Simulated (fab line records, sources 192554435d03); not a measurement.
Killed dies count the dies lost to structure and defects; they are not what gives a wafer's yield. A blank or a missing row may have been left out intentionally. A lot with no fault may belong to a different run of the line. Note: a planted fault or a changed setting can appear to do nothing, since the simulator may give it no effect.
Struck lot and sound lot, side by side | flow n5 finfet | 37 steps out of a route of 1938
Sound: the wafers L103.1, L103.5, L103.6. Wafers struck: L102.3, L102.4, L102.5. The cause comes at the end.
For every step that has rows: the tool of each side, followed by ch and its chambers, followed by its first start. Under that, the readings that differ: sound wafers | struck wafers | difference of the means | sigmas: that difference in standard deviations of wafers without a fault.
alike: a reading whose means differ by less than 2 such deviations, as well as words and numbers matching on both sides. not compared: withheld readings; readings where some wafer has no value; bounds like >300 that might hide an equal value; numbers whose values overlap and for which the record gives no deviation.
The two part at a step that has a row with sigmas, a row that says differs or no value, or rows on one side only. Non-overlapping numbers with no deviation appear without sigmas and do not part them. Lack of a reading on every wafer of one side parts them only where that side has two or more wafers.

N5_BEOL_M2_ANNEAL_51: time 90 s.
  sound on rtp anneal-01 ch 0, day 8 07:53; struck on rtp anneal-02 ch 0, day 8 03:10
  alike: wafer_temp_C_max
then, 1 step without rows for these wafers: N5_BEOL_M2_CMP_52 (polishes, stops on SiOC, t overpolish 6.8 s, target thk 40 nm).
N5_BEOL_M2_THK_MEAS_53: measures by xrf.
  sound on film metro-01 at day 8 08:36; struck on film metro-01 at day 8 03:41
  alike: M2_THK
N5_BEOL_M2_PRE_CLEAN_60: time 15 s.
  sound on cvd co-02 ch 1,2, day 8 08:47; struck on cvd co-02 ch 0,1,2, day 8 03:43
  alike: heater power w
then, 2 steps without rows for these wafers: N5_BEOL_M2_CO_CAP_55 (material Co, precursor CCTBA/H2, target thk 2 nm, time 102.1 s); N5_BEOL_M2_PRE_CLEAN_56 (time 15 s).
N5_BEOL_M2_DEP_57: deposits SiCN from 3MS/NH3, target thk 8 nm, time 14 s.
  sound on pecvd-03 ch 0,2, day 8 08:57; struck on pecvd-02 ch 0,1,2, day 8 03:52
  alike: chamber pressure Torr, rf fwd power W, showerhead plenum p Torr, throttle valve pct
N5_BEOL_M2_RS_MEAS_58: the measuring method here is four-point-probe.
  sound on film metro-01 at day 8 09:01; struck on film metro-02 at day 8 03:56
  alike: M2_RS
N5_BEOL_M2_INSPECT_59: inspects for defects (darkfield).
  sound on defect inspect-01 at day 8 09:02; struck on defect inspect-01 at day 8 03:58
  reading          | sound      | struck   | difference | sigmas
  raw defect count | 101 129 83 | 38 62 52 | -54        | -2
then, 1 step without rows for these wafers: N5_BEOL_M3_ILD_DEP_00 (deposits SiOC from DEMS/O2, target thk 79 nm, time 15.3 s).
N5_BEOL_M3_THK_MEAS_01:
  sound on film metro-01 at day 8 09:08; struck on film metro-01 at day 8 04:04
  alike: M3_ILD_THK
N5_BEOL_M3_PECVD_72: deposits SiO2 from TEOS/O2, target thk 16 nm, time 18 s.
  sound on pecvd-03 ch 0,1, day 8 09:11; struck on pecvd-03 ch 1,2, day 8 04:06
  alike: heater power w, showerhead plenum p Torr, throttle valve pct
N5_BEOL_M3_HM_DEP_02: deposits TiN, target thk 20 nm.
  sound on pvd sputter-03 at day 8 10:38; struck on pvd sputter-03 at day 8 04:52
  no value came back on the struck wafers for chamber pressure pa (Pa), substrate temp c (C), throttle valve pct (%); on the sound wafers chamber pressure pa (Pa) reads 0.4994 0.5003 0.5004
then, 9 steps without rows for these wafers: N5_BEOL_M3_COAT_61 (time 60 s, resist thk 60 nm); N5_BEOL_M3_COAT_62 (time 60 s, resist thk 12 nm); N5_BEOL_M3_COAT_73 (time 60 s, resist thk 5 nm); N5_BEOL_M3_COAT_05 (resist thk 30 nm); N5_BEOL_M3_EBR_07; N5_BEOL_M3_SOFTBAKE_06 (time 60 s); N5_BEOL_M3_EXPOSE_08 (exposes mask M3); N5_BEOL_M3_PEB_09 (peb time 60 s); N5_BEOL_M3_DEVELOP_10 (develop time 30 s).
N5_BEOL_M3_CD_MEAS_11 targets a cd of 17.05 nm.
  sound on cd sem-02 ch 0, day 8 11:10; struck on cd sem-02 ch 0, day 8 05:23
  alike: cd nm
N5_BEOL_M3_OVL_MEAS_12:
  sound on overlay-02 ch 0, day 8 11:11; struck on overlay-01 ch 0, day 8 05:25
  alike: M3_OVL
N5_BEOL_M3_INSPECT_13: inspects for defects (brightfield).
  sound on defect inspect-01 at day 8 11:15; struck on defect inspect-01 at day 8 05:28
  reading          | sound       | struck      | difference | sigmas
  raw defect count | 525 531 550 | 184 246 212 | -321       | -4
then, 2 steps without rows for these wafers: N5_BEOL_M3_DESCUM_16 (chemistry O2, time 7 s); N5_BEOL_M3_ETCH_74 (etches underlayer in N2/H2, target depth 6.5 nm, time 5.2 s).
N5_BEOL_M3_ETCH_63: etches SiARC in CF4, target depth 15.6 nm, time 26 s.
  sound on rie diel-01 ch 0,1,2, day 8 12:16; struck on rie diel-05 ch 0,1,3, day 8 05:41
  alike: bias w, drypump motor current A, etch rf on time s, oes product au, rf vpp V, showerhead plenum p Torr, throttle valve pct
  not compared: rf hours counter h
then, 4 steps without rows for these wafers: N5_BEOL_M3_ETCH_64 (etches SOC in N2/H2, target depth 75 nm, overetch 15 nm, time 112.5 s); N5_BEOL_M3_STRIP_65 (strips in N2/H2); N5_BEOL_M3_STRIP_75 (strips in N2/H2); N5_BEOL_M3_STRIP_66 (strips in CF4).
N5_BEOL_M3_HM_OPEN_17: chemistry Cl2/BCl3, target TiN, target depth 20 nm, overetch 6 nm.
  sound on rie metal-01 ch 0,1, day 8 12:28; struck on rie metal-03 ch 0,1, day 8 05:54
  reading                  | sound            | struck         | difference | sigmas
  oes product au (a.u.)    | 0.53 0.69 0.52   | 0.21 0.33 0.33 | -0.29      | -3
  model.etch.depth nm (nm) | 20.25 20.35 20.2 | 0 0 0          | -20        |
  alike: bias w, drypump motor current A, throttle valve pct
  not compared: rf hours counter h
then, 1 step without rows for these wafers: N5_BEOL_M3_STRIP_19 (strips in O2).
N5_BEOL_M3_CD_MEAS_18: pitch 36 nm, target cd 18 nm.
  sound on cd sem-02 at day 8 13:02; struck on cd sem-01 at day 8 06:04
  reading    | sound          | struck | difference                    | sigmas
  cd nm (nm) | 17.7 17.8 17.3 | - - -  | no value on the struck wafers |
then, 1 step without rows for these wafers: N5_BEOL_M3_COAT_67 (time 60 s, resist thk 60 nm).
N5_BEOL_M4_RC_MEAS_101:
  the record has rows for the sound wafers here (prober-02 ch 0, day 9 06:16) and none for the struck ones

## WHERE THEY PART
Last at N5_BEOL_M4_RC_MEAS_101 as far as this record goes, first at N5_BEOL_M2_INSPECT_59.

WHY: what the simulator had put in
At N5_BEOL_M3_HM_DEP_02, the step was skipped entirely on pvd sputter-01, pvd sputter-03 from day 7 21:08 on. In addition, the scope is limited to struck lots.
